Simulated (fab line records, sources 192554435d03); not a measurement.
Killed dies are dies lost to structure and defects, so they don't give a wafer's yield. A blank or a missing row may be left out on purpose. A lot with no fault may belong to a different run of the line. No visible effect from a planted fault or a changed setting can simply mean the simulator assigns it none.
Chamber matching / flow n5 finfet / rie diel-04 running N5_BEOL_M10_STRIP_67: 4 sister chambers
The step strips in CF4. 14 wafers are shown with their chamber, then 7 later ones without.

## WAFERS WITH THEIR CHAMBER
wafer=L074.1; chamber=2; throttle valve pct (%)=13.50; oes product au (a.u.)=0.89; drypump motor current A (A)=6.0
wafer=L074.2; chamber=3; throttle valve pct (%)=13.41; oes product au (a.u.)=0.71; drypump motor current A (A)=5.9
wafer=L074.3; chamber=1; throttle valve pct (%)=13.24; oes product au (a.u.)=0.86; drypump motor current A (A)=5.8
wafer=L075.1; chamber=3; throttle valve pct (%)=13.41; oes product au (a.u.)=0.71; drypump motor current A (A)=6.0
wafer=L075.3; chamber=1; throttle valve pct (%)=13.22; oes product au (a.u.)=0.85; drypump motor current A (A)=5.8
wafer=L075.5; chamber=3; throttle valve pct (%)=13.44; oes product au (a.u.)=0.71; drypump motor current A (A)=6.0
wafer=L076.2; chamber=1; throttle valve pct (%)=13.24; oes product au (a.u.)=0.85; drypump motor current A (A)=5.8
wafer=L076.5; chamber=2; throttle valve pct (%)=13.51; oes product au (a.u.)=0.87; drypump motor current A (A)=6.1
wafer=L076.6; chamber=1; throttle valve pct (%)=13.24; oes product au (a.u.)=0.85; drypump motor current A (A)=5.8
wafer=L081.1; chamber=1; throttle valve pct (%)=13.28; oes product au (a.u.)=0.83; drypump motor current A (A)=5.8
wafer=L081.2; chamber=2; throttle valve pct (%)=13.55; oes product au (a.u.)=0.85; drypump motor current A (A)=6.0
wafer=L081.6; chamber=3; throttle valve pct (%)=13.48; oes product au (a.u.)=0.69; drypump motor current A (A)=6.0
wafer=L086.2; chamber=1; throttle valve pct (%)=13.31; oes product au (a.u.)=0.82; drypump motor current A (A)=5.8
wafer=L086.5; chamber=0; throttle valve pct (%)=13.64; oes product au (a.u.)=0.78; drypump motor current A (A)=5.8

SIGNATURES (averages over the wafers above)
reading=throttle valve pct; chamber 0=13.6400; chamber 1=13.2550; chamber 2=13.5200; chamber 3=13.4350; scatter within a chamber=0.032
reading=oes product au; chamber 0=0.7800; chamber 1=0.8433; chamber 2=0.8700; chamber 3=0.7050; scatter within a chamber=0.0149
reading=drypump motor current A; chamber 0=5.800; chamber 1=5.800; chamber 2=6.033; chamber 3=5.975; scatter within a chamber=0.0376
Rule: for each reading, subtract the chamber's mean from the wafer's reading, divide by that reading's scatter and square the result; add these up over the readings and take the root, which gives the wafer's distance from the chamber. If the next closest chamber is less than 2 further off than the closest, the wafer can't be placed; otherwise it belongs to the closest. The scatter is the square root of a quotient: the sum, over the shown wafers, of each reading's squared deviation from its chamber's mean, divided by wafers minus chambers.

## WAFERS MISSING THEIR CHAMBER
wafer=L086.6; throttle valve pct (%)=13.49; oes product au (a.u.)=0.69; drypump motor current A (A)=6.0
wafer=L088.1; throttle valve pct (%)=13.64; oes product au (a.u.)=0.78; drypump motor current A (A)=5.7
wafer=L088.4; throttle valve pct (%)=13.58; oes product au (a.u.)=0.83; drypump motor current A (A)=6.0
wafer=L088.5; throttle valve pct (%)=13.50; oes product au (a.u.)=0.68; drypump motor current A (A)=6.0
wafer=L096.1; throttle valve pct (%)=13.60; oes product au (a.u.)=0.83; drypump motor current A (A)=6.0
wafer=L096.5; throttle valve pct (%)=13.69; oes product au (a.u.)=0.76; drypump motor current A (A)=5.7
wafer=L096.6; throttle valve pct (%)=13.62; oes product au (a.u.)=0.82; drypump motor current A (A)=6.0

## THE CHAMBER EACH PASSED THROUGH
wafer=L086.6; from the rows above=3; in truth=3
wafer=L088.1; from the rows above=0; in truth=0
wafer=L088.4; from the rows above=2; in truth=2
wafer=L088.5; from the rows above=3; in truth=3
wafer=L096.1; from the rows above=2; in truth=2
wafer=L096.5; from the rows above=0; in truth=0
wafer=L096.6; from the rows above=can't be placed: 2 or 0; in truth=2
6 of 7 placed correctly. Cannot be placed on the basis of these rows: 1; the candidates contain the true chamber in 1. Number placed wrongly: 0.
